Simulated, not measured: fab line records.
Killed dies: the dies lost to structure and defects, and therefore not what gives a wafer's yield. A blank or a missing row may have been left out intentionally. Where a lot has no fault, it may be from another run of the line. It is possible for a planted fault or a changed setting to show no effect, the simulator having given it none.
fab line records | flow nandHarc | part 2 of 2: steps 24 to 37 of 37
record lots=5 wafers=15 lastDay=29
route steps=1302 shown A_BLC@1113 A_M0@1137
lots untouched by any fault: they come from a run of this same line in which no faults occurred
startH: hours from the record's first day to the start of the lot's first wafer shown | waitH: how many hours have passed since the lot's step before this one | " as in the row above | L1.1+2: one row covering several wafers at once | - no value, or no start was given | * or withheld: withheld | < > ~ a bound
route shown NAME@n: a module of which the file shows steps, and the number in the route of the first | usual: the fault-free wafers' mean and standard deviation | same: alike in all rows | chamber/n: place in a boat | sites: readings site by site | _std_site: the standard deviation of these | _edge_site: the outer-site mean with the inner-site mean subtracted | radiusMm: how far each site lies from the wafer's centre | mask NAME#n: copy n | behind: the tool/chamber that last shaped the wafer | hold: the reason the lot was held/the length of the hold in hours/how it ended | device: transistor that didn't switch, given as n, p or np | end of line: the same wafers' tests at the end of the route | step lacking rows: just its recipe | killed: count of dies lost to structure and defects at first sort (not the wafer's yield) | map: per-die view of a wafer (x killed, . not killed, _ where there is no die)
set.NAME: the setting as run; set.NAME@STEP: as run at that earlier step | model.NAME: the simulator's own value behind a step, which no gauge read
certain route steps with their lots: each step a table, each wafer a row
services: from which hour (startH, from the record's first day; less than 0 if before it) a tool's chamber was out of use, for how many hours, and why
## steps
# step NHARC_A_M0_DEP_00
# recipe targetThkA=1500 targetThkNm=150 tempC=withheld pressureTorr=5 flowSccm=200 rfW=600 material=SiOC
# columns lot.wafer tool chamber startH waitH
L075.2+1+4 pecvd-01 1,2,0 537.02 0.1
L076.1+6+5 pecvd-01 2,2,0 537.45 0.1
L078.1+5+4 pecvd-01 1,2,1 563.09 0.2
L082.3+1+4 pecvd-04 1,2,0 598.50 0.1
L087.1+5+6 pecvd-02 2,2,0 660.49 0.1
# step NHARC_A_M0_DEHYDRATE_01
# recipe tempC=150 timeS=120
# columns lot.wafer tool chamber startH waitH
L075.1+2+4 lithoTrack-01 0 537.43 -
L076.1+5+6 lithoTrack-04 0 537.83 -
L078.1+4+5 lithoTrack-01 0 563.41 -
L082.1+3+4 lithoTrack-06 0 598.90 -
L087.1+5+6 lithoTrack-04 0 660.89 -
# step NHARC_A_M0_HMDS_02
# recipe timeS=30
# columns lot.wafer tool chamber startH waitH
L075.1+2+4 lithoTrack-01 0 - -
L076.1+5+6 lithoTrack-04 0 - -
L078.1+4+5 lithoTrack-01 0 - -
L082.1+3+4 lithoTrack-06 0 - -
L087.1+5+6 lithoTrack-04 0 - -
# step NHARC_A_M0_COAT_33
# recipe tempC=200 timeS=65
# columns lot.wafer tool chamber startH waitH
L075.1+2+4 lithoTrack-01 0 - -
L076.1+5+6 lithoTrack-04 0 - -
L078.1+4+5 lithoTrack-01 0 - -
L082.1+3+4 lithoTrack-06 0 - -
L087.1+5+6 lithoTrack-04 0 - -
# step NHARC_A_M0_COAT_03
# recipe spinRpm=1500 resistThkNm=90
# columns lot.wafer tool chamber startH waitH
L075.1+2+4 lithoTrack-01 0 - -
L076.1+5+6 lithoTrack-04 0 - -
L078.1+4+5 lithoTrack-01 0 - -
L082.1+3+4 lithoTrack-06 0 - -
L087.1+5+6 lithoTrack-04 0 - -
# step NHARC_A_M0_SOFTBAKE_04
# recipe tempC=105 timeS=55
# columns lot.wafer tool chamber startH waitH
L075.1+2+4 lithoTrack-01 0 - -
L076.1+5+6 lithoTrack-04 0 - -
L078.1+4+5 lithoTrack-01 0 - -
L082.1+3+4 lithoTrack-06 0 - -
L087.1+5+6 lithoTrack-04 0 - -
# step NHARC_A_M0_EBR_05
# columns lot.wafer tool chamber startH waitH
L075.1+2+4 lithoTrack-01 0 - -
L076.1+5+6 lithoTrack-04 0 - -
L078.1+4+5 lithoTrack-01 0 - -
L082.1+3+4 lithoTrack-06 0 - -
L087.1+5+6 lithoTrack-04 0 - -
# step NHARC_A_M0_EXPOSE_06
# recipe na=1.35 targetCdNm=80 doseMj=83.25 maskId=A_M0
# usual focusOffsetNm=0.0/0.53
# columns lot.wafer tool chamber startH waitH mask focusOffsetNm
L075.1 arfiScanner-03 0 537.72 - A_M0#0 -0.2
L075.2 " 0 " " A_M0#0 -0.9
L075.4 " 0 " " A_M0#0 -1.1
L076.1 arfiScanner-02 0 538.12 - A_M0#0 0.4
L076.5 " 0 " " A_M0#0 0.7
L076.6 " 0 " " A_M0#0 1.4
L078.1 arfiScanner-02 0 563.70 - A_M0#0 -1.0
L078.4 " 0 " " A_M0#0 -0.1
L078.5 " 0 " " A_M0#0 0.3
L082.1 arfiScanner-02 0 599.06 - A_M0#0 -0.4
L082.3 " 0 " " A_M0#0 0.5
L082.4 " 0 " " A_M0#0 0.0
L087.1 arfiScanner-01 0 661.05 - A_M0#0 -0.1
L087.5 " 0 " " A_M0#0 -0.5
L087.6 " 0 " " A_M0#0 0.5
# step NHARC_A_M0_PEB_07
# recipe pebTempC=100 pebTimeS=65
# columns lot.wafer tool chamber startH waitH
L075.1+2+4 lithoTrack-06 0 537.78 0.1
L076.1+5+6 lithoTrack-01 0 538.18 0.1
L078.1+4+5 lithoTrack-04 0 563.76 0.1
L082.1+3+4 lithoTrack-01 0 599.12 0.1
L087.1+5+6 lithoTrack-01 0 661.11 0.1
# step NHARC_A_M0_DEVELOP_08
# recipe developTimeS=35 devTempC=23
# columns lot.wafer tool chamber startH waitH
L075.1+2+4 lithoTrack-06 0 - -
L076.1+5+6 lithoTrack-01 0 - -
L078.1+4+5 lithoTrack-04 0 - -
L082.1+3+4 lithoTrack-01 0 - -
L087.1+5+6 lithoTrack-01 0 - -
# step NHARC_A_M0_CD_MEAS_09
# recipe targetCdNm=80 landingEnergyEv=500
# usual cdNm=80.2/0.55
# columns lot.wafer tool chamber startH waitH cdNm
L075.1 cdSem-02 0 537.86 - 80.4
L075.2 " 0 " " 79.9
L075.4 " 0 " " 80.0
L076.1 cdSem-02 0 538.26 - 79.6
L076.5 " 0 " " 80.2
L076.6 " 0 " " 79.7
L078.1 cdSem-01 0 563.84 - 81.0
L078.4 " 0 " " 80.2
L078.5 " 0 " " 79.7
L082.1 cdSem-02 0 599.20 - 80.1
L082.3 " 0 " " 80.7
L082.4 " 0 " " 80.5
L087.1 cdSem-01 0 661.19 - 80.7
L087.5 " 0 " " 80.8
L087.6 " 0 " " 80.8
# step NHARC_A_M0_OVL_MEAS_10
# recipe pitchNm=160
# usual overlayXNm=-0.1/0.81 overlayYNm=0.0/0.72
# columns lot.wafer tool chamber startH waitH overlayXNm overlayYNm
L075.1 overlay-01 - 537.94 - 0.4 0.4
L075.2 " - " " 0.3 0.9
L075.4 " - " " -0.4 0.7
L076.1 overlay-02 - 538.35 - 0.6 -0.2
L076.5 " - " " 0.7 0.3
L076.6 " - " " 0.5 -0.2
L078.1 overlay-02 - 563.92 - 0.8 0.3
L078.4 " - " " 0.8 -0.2
L078.5 " - " " 0.4 0.8
L082.1 overlay-01 - 599.29 - -0.6 0.8
L082.3 " - " " -1.2 1.0
L082.4 " - " " -0.1 0.2
L087.1 overlay-02 - 661.28 - -0.4 -1.2
L087.5 " - " " 0.4 -1.6
L087.6 " - " " 0.0 -0.6
# step NHARC_A_M0_INSPECT_11
# usual rawDefectCount=74/40
# columns lot.wafer tool chamber startH waitH rawDefectCount
L075.1 defectInspect-01 - 537.98 0.0 112
L075.2 " - " " 79
L075.4 " - " " 87
L076.1 defectInspect-02 - 538.39 0.0 82
L076.5 " - " " 60
L076.6 " - " " 74
L078.1 defectInspect-01 - 563.96 0.0 22
L078.4 " - " " 27
L078.5 " - " " 24
L082.1 defectInspect-02 - 599.33 0.0 83
L082.3 " - " " 73
L082.4 " - " " 75
L087.1 defectInspect-01 - 661.32 0.0 60
L087.5 " - " " 59
L087.6 " - " " 56
# step NHARC_A_M0_DESCUM_14
# recipe timeS=3 o2FlowSccm=200 arFlowSccm=0 biasPowerW=0 chemistry=O2
# usual drypumpMotorCurrentA=5.7/0.49 oesProductAu=1.002/0.008 rfVppV=57.7/0.89 showerheadPlenumPTorr=1.90/0.099 throttleValvePct=11.311/0.009
# columns lot.wafer tool chamber startH waitH drypumpMotorCurrentA oesProductAu rfHoursCounterH rfVppV showerheadPlenumPTorr throttleValvePct
L075.4 rieDiel-03 1 538.04 0.1 6.4 1.005 2.7 56.2 1.84 11.324
L075.2 " 2 " " 5.6 1.005 2.5 57.4 1.80 11.303
L075.1 " 0 " " 6.3 1.007 2.8 56.9 1.80 11.289
L076.1 rieDiel-01 0 538.47 0.1 4.9 0.995 6.8 57.4 2.05 11.311
L076.6 " 1 " " 5.2 1.004 - 57.2 1.99 11.297
L076.5 " 2 " " 6.2 1.007 - 57.7 1.82 11.316
L078.1 rieDiel-03 1 564.05 0.1 6.4 0.990 5.0 56.4 1.84 11.308
L078.5 " 2 " " 5.6 1.008 - 58.4 1.80 11.328
L078.4 " 0 " " 6.3 1.003 - 56.6 1.80 11.313
L082.3 rieDiel-05 2 599.39 0.1 5.8 1.007 0.3 58.5 2.02 11.312
L082.4 " 0 " " 5.1 1.005 0.5 57.9 2.03 11.326
L082.1 " 1 " " 5.4 1.006 0.3 57.5 1.93 11.311
L087.1 rieDiel-03 3 661.38 0.1 5.3 1.000 0.1 58.0 1.86 11.317
L087.5 " 2 " " 5.6 1.002 - 56.1 1.80 11.323
L087.6 " 3 " " 5.3 0.999 - 57.2 1.86 11.311
## services
# columns tool chamber startH hours kind
rieDiel-12 0 513.71 4.4 repair
cmp-01 - 519.95 3.2 repair
cmp-01 - 524.38 0.6 repair
rieDiel-08 - 528.04 0.5 repair
wetBench-09 - 528.84 8.0 pm
lithoTrack-06 - 529.00 7.0 pm
rieDiel-12 2 530.79 7.1 repair
rieDiel-08 - 544.80 9.0 pm
lithoTrack-04 - 553.00 7.0 pm
pvdSputter-01 - 553.21 1.1 repair
wetBench-01 - 553.33 1.5 repair
rieDiel-08 1 558.82 10.3 repair
arfiScanner-02 - 580.24 1.7 repair
pvdSputter-01 - 582.00 10.0 pm
rieDiel-08 - 595.21 0.5 repair
rieDiel-10 - 596.57 9.0 pm
rieDiel-08 2 619.12 2.3 repair
rieDiel-12 - 623.27 9.0 pm
wetBench-01 - 629.60 8.0 pm
pvdSputter-01 - 634.66 4.1 repair
wetBench-09 - 637.26 6.1 repair
rieDiel-10 3 638.22 4.4 repair
rieDiel-12 - 654.28 0.7 repair
arfiScanner-02 - 656.00 4.0 pm
